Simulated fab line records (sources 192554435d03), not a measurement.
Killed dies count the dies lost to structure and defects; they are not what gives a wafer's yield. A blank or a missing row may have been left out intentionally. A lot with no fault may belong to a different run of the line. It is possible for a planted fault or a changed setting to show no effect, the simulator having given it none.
Chamber matching / flow n5 finfet / N5_BEOL_M3_ALD_98 on ald sin-02: 4 sister chambers
The step deposits SiO2, target thk 2.5 nm, pulse time 1 s, co reactant pulse time 1 s. 4 wafers are shown with their chamber, then 11 later ones without.

== WAFERS, EACH WITH ITS CHAMBER ==
wafer=L082.2; chamber=0; heater power w (W)=78
wafer=L082.3; chamber=3; heater power w (W)=85
wafer=L082.6; chamber=1; heater power w (W)=62
wafer=L081.4; chamber=2; heater power w (W)=88

== WAFERS MISSING THEIR CHAMBER ==
wafer=L081.5; heater power w (W)=88
wafer=L081.6; heater power w (W)=86
wafer=L090.1; heater power w (W)=62
wafer=L090.4; heater power w (W)=88
wafer=L090.6; heater power w (W)=85
wafer=L091.1; heater power w (W)=81
wafer=L091.2; heater power w (W)=60
wafer=L091.6; heater power w (W)=77
wafer=L096.1; heater power w (W)=89
wafer=L096.2; heater power w (W)=62
wafer=L096.4; heater power w (W)=88

== THE CHAMBER EACH PASSED THROUGH ==
wafer=L081.5; from the rows above=2; in truth=2
wafer=L081.6; from the rows above=can't be placed: 3 or 2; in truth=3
wafer=L090.1; from the rows above=1; in truth=1
wafer=L090.4; from the rows above=2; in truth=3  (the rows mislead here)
wafer=L090.6; from the rows above=3; in truth=3
wafer=L091.1; from the rows above=can't be placed: 0 or 3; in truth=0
wafer=L091.2; from the rows above=1; in truth=1
wafer=L091.6; from the rows above=0; in truth=0
wafer=L096.1; from the rows above=2; in truth=2
wafer=L096.2; from the rows above=1; in truth=1
wafer=L096.4; from the rows above=2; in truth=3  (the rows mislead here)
Correctly placed: 7 of 11. Cannot be placed on the basis of these rows: 2; the candidates contain the true chamber in 2. Placed wrongly: 2.
How it was worked out, from the rows above alone: a wafer's distance from a chamber is the root of the sum, over the readings, of the square of ((its reading less the chamber's mean) divided by the reading's scatter). The wafer belongs to the nearest chamber; if the next one is less than 2 further off, it can't be placed. For every chamber, the mean is computed from those of its wafers that are shown. The scatter: root of mean squared gap, hidden wafer to nearest shown wafer, with one shown wafer a chamber.
